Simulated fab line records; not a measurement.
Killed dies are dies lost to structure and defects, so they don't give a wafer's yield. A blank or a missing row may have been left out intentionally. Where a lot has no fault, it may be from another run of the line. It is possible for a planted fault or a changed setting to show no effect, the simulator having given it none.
The tool behind it: which one?	flow n5 finfet	72 wafers from 24 lots sampled at 2 of the route's 1938 steps

== WHAT THE GAUGES READ, wafer by wafer ==
N5_START_INSPECT_01: inspects for defects (unpatterned scan).
lot	measured	on	raw defect count
L074	day 1 12:02	defect inspect-02	8 5 6
L075	day 1 18:02	defect inspect-02	7 5 2
L076	day 2 00:02	defect inspect-01	8 11 5
L077	day 2 06:02	defect inspect-01	9 5 13
L078	day 2 12:02	defect inspect-01	9 5 5
L079	day 2 18:02	defect inspect-01	5 5 14
L080	day 3 00:02	defect inspect-01	3 8 11
L081	day 3 06:02	defect inspect-01	5 6 5
L082	day 3 12:02	defect inspect-01	5 5 7
L083	day 3 18:02	defect inspect-01	12 2 6
L084	day 4 00:02	defect inspect-02	4 3 7
L085	day 4 06:02	defect inspect-02	3 6 2
L086	day 4 12:02	defect inspect-01	4 8 4
L087	day 4 18:02	defect inspect-01	6 4 2
L088	day 5 00:02	defect inspect-02	6 7 6
L089	day 5 06:02	defect inspect-02	6 10 9
L090	day 5 12:02	defect inspect-02	5 5 7
L091	day 5 18:02	defect inspect-01	3 8 5
L092	day 6 00:02	defect inspect-02	2 8 5
L093	day 6 06:02	defect inspect-01	9 5 3
L094	day 6 12:02	defect inspect-01	5 7 3
L095	day 6 18:02	defect inspect-02	7 8 10
L096	day 7 00:02	defect inspect-01	6 4 10
L097	day 7 06:02	defect inspect-01	5 10 3

N5_WELL_APT_OVL_MEAS_09.
lot	measured	on	NWELL_OVL (nm)
L074	day 1 13:53	overlay-01	-5 -3 -3
L075	day 1 19:53	overlay-01	1 7 1
L076	day 2 01:35	overlay-02	-11 -8 -4
L077	day 2 07:35	overlay-01	-5 -5 5
L078	day 2 14:08	overlay-02	4 -11 2
L079	day 2 19:35	overlay-02	8 -4 -6
L080	day 3 03:13	overlay-01	-2 -6 -6
L081	day 3 07:54	overlay-01	0 9 4
L082	day 3 13:54	overlay-01	-1 6 0
L083	day 3 19:44	overlay-02	5 6 9
L084	day 4 01:35	overlay-01	-1 -3 0
L085	day 4 07:52	overlay-01	-2 -5 1
L086	day 4 13:35	overlay-01	-4 -13 -8
L087	day 4 19:43	overlay-02	1 1 9
L088	day 5 02:29	overlay-02	-5 -10 -12
L089	day 5 07:43	overlay-01	3 1 1
L090	day 5 13:43	overlay-02	-5 -1 0
L091	day 5 19:52	overlay-02	3 0 -2
L092	day 6 01:43	overlay-02	-2 -7 -8
L093	day 6 07:56	overlay-01	-5 3 8
L094	day 6 14:25	overlay-02	-2 -3 -3
L095	day 6 19:56	overlay-01	-2 -4 -6
L096	day 7 01:35	overlay-02	-1 3 1
L097	day 7 08:22	overlay-02	4 5 0

== TOOL THAT RAN EACH LOT (tool first, then ch and the chambers of the sampled wafers, then the start) ==
Record: no process step prior to these readings.

== WHAT THE TOOLS THEMSELVES READ (means of the sampled wafers that have a number; where no wafer has one, the mark that the record gives instead) ==
The record holds no such reading with a usual standard deviation.

== THE ANSWER, worked out from the rows above alone ==
Rule: usual is defined by the lots themselves. Put in order of their means at a reading, lots are off if they are a third of the lots or fewer, leave a main group of 4 or more, and stand apart from it by a gap of 3 or more times the standard deviation of the main group's means; of several such gaps the widest counts. Not used: any main group whose means are identical at the precision the tables above print for the reading. Also off: a lot with no number at a reading for which 4 or more lots have one. Any other lot the step has rows for is counted as sound. The gauges are gone through in route order, then the tools' own readings, and for those a lot's mean is taken as printed above. At the first step where some lot is off, the reading lying furthest off is the one used; lots without a number count as furthest.
None of the lots is off at any reading shown; this tells nothing.

== WHAT WAS PUT IN BY THE SIMULATOR ==
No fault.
